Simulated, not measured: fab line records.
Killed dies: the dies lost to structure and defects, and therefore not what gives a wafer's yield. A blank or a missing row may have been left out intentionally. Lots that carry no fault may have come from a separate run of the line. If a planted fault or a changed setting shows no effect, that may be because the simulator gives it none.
Which tool is to blame? | flow n5 finfet | Sampling: 6 lots, 17 wafers, 4 of 1938 route steps

## WHAT THE GAUGES SHOWED, per wafer
N5_STI_FIN_REVEAL_FIN_H_MEAS_10.
lot  | measured    | on     | trench depth nm (nm)
L169 | day 3 01:41 | ocd-01 | 50.6 52.4 52.0
L174 | day 4 07:35 | ocd-02 | 35.5 34.2
L181 | day 6 04:59 | ocd-02 | 52.2 51.7 52.6
L185 | day 7 02:01 | ocd-01 | 52.2 51.4 50.8
L187 | day 7 13:19 | ocd-01 | 52.7 52.6 51.3
L189 | day 7 23:51 | ocd-02 | 51.5 51.6 51.9

## WHICH TOOL RAN EACH LOT (tool, then ch and the chambers of the sampled wafers, then the start)
lot  | N5_FIN_CUT_STRIP_24               | N5_STI_FIN_REVEAL_ALD_14         | N5_STI_FIN_REVEAL_RECESS_09
L169 | rie diel-06 ch 0,1,2, day 2 15:39 | ald sin-01 ch 0,1,2, day 2 16:15 | vapor etch-01 ch 0,1, day 2 22:58
L174 | rie diel-02 ch 0,3, day 3 21:36   | ald sin-02 ch 0,3, day 3 22:28   | vapor etch-02 ch 1, day 4 04:17
L181 | rie diel-02 ch 0,2,3, day 5 19:27 | ald sin-02 ch 1,2, day 5 20:23   | vapor etch-01 ch 0, day 6 02:18
L185 | rie diel-02 ch 1,3, day 6 15:12   | ald sin-03 ch 1,3, day 6 17:22   | vapor etch-01 ch 0,1, day 6 23:17
L187 | rie diel-06 ch 0,2, day 7 03:59   | ald sin-03 ch 0,2, day 7 04:45   | vapor etch-02 ch 0,1, day 7 10:37
L189 | rie diel-01 ch 0,2,3, day 7 14:34 | ald sin-03 ch 1,2, day 7 15:08   | vapor etch-02 ch 0,1, day 7 21:09
- N5_FIN_CUT_STRIP_24: strips in CF4.
- N5_STI_FIN_REVEAL_ALD_14: deposits Si3N4, target thk 3 nm.
- N5_STI_FIN_REVEAL_RECESS_09: chemistry HF/NH3, target SiO2, afs cycles 11, target depth 42.5 nm, sublimation time 60 s.

## THE ANSWER, worked out from the rows above alone
Rule: the lots themselves supply what counts as usual. Put in order of their means at a reading, lots are off if they are a third of the lots or fewer, leave a main group of 4 or more, and stand apart from it by a gap of 3 or more times the standard deviation of the main group's means; of several such gaps the widest counts. If all means in a main group match to the digits the tables above print for the reading, that group is not used. A lot without any number at a reading at which 4 lots or more have one is off too. The other lots that the step has rows for count as sound.
Off: L174 (N5_STI_FIN_REVEAL_FIN_H_MEAS_10, trench depth nm). For the main group the mean is 51.8 nm and the standard deviation 0.3.
If a tool, at a process step before that reading, ran all the lots that are off and no sound lot after the first of them, it fits. The gauges at N5_STI_FIN_REVEAL_FIN_H_MEAS_10 are tried like those tools. Of those tried, none fits.

## WHAT THE SIMULATOR PUT IN
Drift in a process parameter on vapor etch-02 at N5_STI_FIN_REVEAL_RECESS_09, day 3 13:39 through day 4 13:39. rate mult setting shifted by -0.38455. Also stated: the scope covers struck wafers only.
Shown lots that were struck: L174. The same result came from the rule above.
